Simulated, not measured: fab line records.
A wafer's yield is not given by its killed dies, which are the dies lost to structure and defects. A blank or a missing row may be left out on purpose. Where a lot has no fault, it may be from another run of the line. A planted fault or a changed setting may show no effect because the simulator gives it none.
Check of tool commonality ; flow n5Finfet ; Sample size 8 lots and 24 wafers

REASON IT WAS OPENED
At N5_BEOL_M4_RC_MEAS_101 the reading VT_N_LONG is flagged on 2 of 8 lots. Wafers without a fault read 275.2 mV, standard deviation 1.9.
Rule: a lot gets a flag if all its wafers with a number sit over 4 standard deviations from that mean, or if no wafer of it has a number. As for the other lots, they are considered sound.

lot;measured;on;VT_N_LONG (mV), wafer by wafer;flag
L298;day 7 20:01;prober-01;275.8 275.3 274.2;
L301;day 8 21:16;prober-02;273.7 275.3 275.0;
L306;day 10 11:20;prober-01;274.4 274.8 274.5;
L311;day 11 16:36;prober-01;442.4 441.5 441.8;FLAGGED
L310;day 11 19:35;prober-01;441.6 440.1 440.3;FLAGGED
L312;day 11 21:38;prober-02;272.8 271.8 273.9;
L316;day 12 20:43;prober-02;280.1 276.5 276.6;
L321;day 14 10:37;prober-01;278.8 277.9 276.9;
The numbers of the flagged lots are 441.3 mV on average: +166.1 mV against the usual, or +87 standard deviations.

LOT BY LOT: THE TOOL USED
Before the reading, the record contains 4 process steps out of a 1938-step route. Each cell gives the tool, then ch followed by the chambers the sampled wafers passed through, then the start.
lot;flag;N5_HKMG_FIN_STRIP_92;N5_HKMG_FIN_STRIP_89;N5_HKMG_FIN_NWFM_ALD_20;N5_HKMG_FIN_ETCH_67
L298;;rieDiel-02 ch 1,3, day 4 04:37;rieDiel-01 ch 0,1,2, day 4 05:33;aldMetal-02 ch 0,3, day 4 06:07;rieDiel-01 ch 0,1,3, day 4 06:34
L301;;rieDiel-01 ch 1,2,3, day 5 00:08;rieDiel-06 ch 1,2,3, day 5 01:04;aldMetal-02 ch 2,3, day 5 01:38;rieDiel-02 ch 0,2,3, day 5 02:04
L306;;rieDiel-06 ch 0,1,3, day 6 04:45;rieDiel-02 ch 2,3, day 6 05:43;aldMetal-02 ch 0,1,3, day 6 06:22;rieDiel-02 ch 0,3, day 6 06:48
L311;FLAGGED;rieDiel-01 ch 1,2, day 7 10:08;rieDiel-01 ch 1,2,3, day 7 11:04;aldMetal-02 ch 0,1,3, day 7 11:38;rieDiel-06 ch 0,1,3, day 7 12:08
L310;FLAGGED;rieDiel-06 ch 0,2, day 7 04:11;rieDiel-02 ch 1,3, day 7 05:07;aldMetal-02 ch 0,3, day 7 05:41;rieDiel-01 ch 0,2, day 7 06:07
L312;;rieDiel-02 ch 0,1, day 7 15:37;rieDiel-01 ch 1,2,3, day 7 16:32;aldMetal-04 ch 0,2, day 7 17:11;rieDiel-02 ch 0,1,3, day 7 17:37
L316;;rieDiel-02 ch 0,1,3, day 8 15:42;rieDiel-01 ch 1,2,3, day 8 16:40;aldMetal-01 ch 0,1,3, day 8 17:14;rieDiel-01 ch 1,2, day 8 17:41
L321;;rieDiel-06 ch 0,1,3, day 9 22:09;rieDiel-02 ch 1,2,3, day 9 23:05;aldMetal-04 ch 1,2, day 9 23:40;rieDiel-02 ch 1,3, day 10 00:10
What these steps do:
- N5_HKMG_FIN_STRIP_92: strips SOC in N2/H2, time 20 s.
- N5_HKMG_FIN_STRIP_89: strips SOC in N2/H2, time 20 s.
- N5_HKMG_FIN_NWFM_ALD_20: deposits TiAlC, target thk 2 nm, pulse time 3 s, purge time 2 s.
- N5_HKMG_FIN_ETCH_67: etches SOC in N2/H2, stops on TiN, target depth 388.9 nm.
- N5_BEOL_M4_RC_MEAS_101

FLAGGED AGAINST TOTAL, ONE TOOL AT A TIME (gauges that did the reading follow at the end)
step;tool;lots run;flagged;share of the flagged lots;sound lots run after its first flagged lot
N5_HKMG_FIN_STRIP_92;rieDiel-01;2;1;some;0
N5_HKMG_FIN_STRIP_92;rieDiel-02;3;0;none;-
N5_HKMG_FIN_STRIP_92;rieDiel-06;3;1;some;1 (L321)
N5_HKMG_FIN_STRIP_89;rieDiel-01;4;1;some;2 (L312,L316)
N5_HKMG_FIN_STRIP_89;rieDiel-02;3;1;some;1 (L321)
N5_HKMG_FIN_STRIP_89;rieDiel-06;1;0;none;-
N5_HKMG_FIN_NWFM_ALD_20;aldMetal-01;1;0;none;-
N5_HKMG_FIN_NWFM_ALD_20;aldMetal-02;5;2;all;0
N5_HKMG_FIN_NWFM_ALD_20;aldMetal-04;2;0;none;-
N5_HKMG_FIN_ETCH_67;rieDiel-01;3;1;some;1 (L316)
N5_HKMG_FIN_ETCH_67;rieDiel-02;4;0;none;-
N5_HKMG_FIN_ETCH_67;rieDiel-06;1;1;some;0
N5_BEOL_M4_RC_MEAS_101;prober-01;5;2;all;1 (L321)
N5_BEOL_M4_RC_MEAS_101;prober-02;3;0;none;-

WHAT THE TABLE PERMITS
In 2 table rows, all flagged lots were run: aldMetal-02 (N5_HKMG_FIN_NWFM_ALD_20), prober-01 (N5_BEOL_M4_RC_MEAS_101).
- aldMetal-02 at N5_HKMG_FIN_NWFM_ALD_20: 2 of its 5 lots flagged. Its last sound lot is L306 (day 6 06:22), its first flagged lot L310 (day 7 05:41): a fault that began between those two fits.
- prober-01 at N5_BEOL_M4_RC_MEAS_101: 2 of its 5 lots flagged. Lots that were sound ran on it after the first flagged one (L321); a persistent fault on the entire tool would not allow that.
What remains is a single tool, aldMetal-02 at N5_HKMG_FIN_NWFM_ALD_20.

WHAT THE SIMULATOR HAD INSERTED
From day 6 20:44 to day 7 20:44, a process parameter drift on aldMetal-02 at N5_HKMG_FIN_NWFM_ALD_20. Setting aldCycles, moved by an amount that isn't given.
Struck lots among those shown: L311, L310. Same finding as the rule above.
